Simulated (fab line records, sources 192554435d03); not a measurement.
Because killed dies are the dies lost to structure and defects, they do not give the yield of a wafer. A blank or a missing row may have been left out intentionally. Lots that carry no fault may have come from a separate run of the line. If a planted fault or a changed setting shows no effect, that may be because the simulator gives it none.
Split-lot trial -- flow n5Finfet -- 21 wafers read across 7 lots, on a route 1938 steps long

SPLIT DETAILS
At N5_BEOL_M3_EXPOSE_25 (exposes mask V2, defocus 5 nm), the setting doseMj was moved away from the recipe's 63 on 7 of the 21 wafers read, by -3.8% to +6.1%. This setting was run at the recipe's value on the other wafers.

FROM THE SPLIT TO THE READING: what the file shows between them, 2 steps
- N5_BEOL_M3_PEB_26: peb time 60 s
- N5_BEOL_M3_DEVELOP_27: develop time 30 s

THE READING
cdNm, in nm, at N5_BEOL_M3_CD_MEAS_28 (target cd 25.7 nm, target cd y 23.3 nm). Typical for fault-free wafers on this fab line: 25.75 nm, with standard deviation 0.23 nm.

wafer,"tool, chamber at the split",doseMj as run,against the recipe,"cdNm, nm",against lot-mates on the recipe
L075.1,"euvScanner-02, 0",63,recipe,25.79,-
L075.2,"euvScanner-02, 0",60.58,-3.8%,25.11,-0.68
L075.3,"euvScanner-02, 0",60.58,-3.8%,25.16,-0.63
L076.2,"euvScanner-02, 0",63,recipe,25.68,-
L076.3,"euvScanner-02, 0",63,recipe,25.68,-
L076.6,"euvScanner-02, 0",63,recipe,25.61,-
L077.1,"euvScanner-01, 0",63,recipe,25.89,-
L077.5,"euvScanner-01, 0",63,recipe,25.56,-
L077.6,"euvScanner-01, 0",66.23,+5.1%,26.63,+0.90
L080.1,"euvScanner-02, 0",63,recipe,25.95,-
L080.3,"euvScanner-02, 0",63,recipe,25.60,-
L080.6,"euvScanner-02, 0",63,recipe,26.37,-
L081.4,"euvScanner-02, 0",63,recipe,25.77,-
L081.5,"euvScanner-02, 0",64.5,+2.4%,26.05,+0.38
L081.6,"euvScanner-02, 0",63,recipe,25.57,-
L084.1,"euvScanner-01, 0",63,recipe,25.67,-
L084.5,"euvScanner-01, 0",66.59,+5.7%,26.69,+0.95
L084.6,"euvScanner-01, 0",63,recipe,25.82,-
L092.2,"euvScanner-02, 0",66.85,+6.1%,26.98,+1.49
L092.3,"euvScanner-02, 0",66.85,+6.1%,26.89,+1.40
L092.4,"euvScanner-02, 0",63,recipe,25.49,-

THE FIT
A straight line over all 21 wafers: cdNm changes by +0.176 nm for each +1% of doseMj; r = +0.93; the points scatter about the line by 0.19 nm.
The same after taking each lot's own level away (the mean of its wafers on the recipe; 21 wafers): +0.198 nm for each +1%; r = +0.96; scatter 0.17 nm.
According to that fit, moving doseMj by its largest amount changes the reading by 1.2 nm.
The lots' own levels span 25.490 to 25.973 nm, that is 2.1 times the standard deviation above.
So the lot-to-lot level changes the slope: the two fits differ.
Check: +1.14 nm against its lot-mates is what the line predicts for one of the wafers moved furthest among these (+6.1%) when that wafer is left out of the fit. Against them it came out at +1.49 nm.

THE OTHER SPLITS THESE WAFERS WENT THROUGH
Note: prior to the reading, these wafers also went through further splits. Each is held against what the fit with the lots' levels taken away leaves over:
other split on the same wafers,wafers away from the commonest value,r with cdNm (lot level and that fit taken away)
N5_BEOL_M1_COAT_61 spinRpm,11,+0.36
N5_BEOL_M1_VIA_ETCH_34 biasW,7,+0.05
N5_BEOL_M1_TRENCH_ETCH_37 timeS,6,-0.22
N5_BEOL_M2_TRENCH_ETCH_37 timeS,9,+0.23

FILE'S OWN FIT
cdNm changes by +0.191 nm for each +1% of doseMj, r = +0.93.
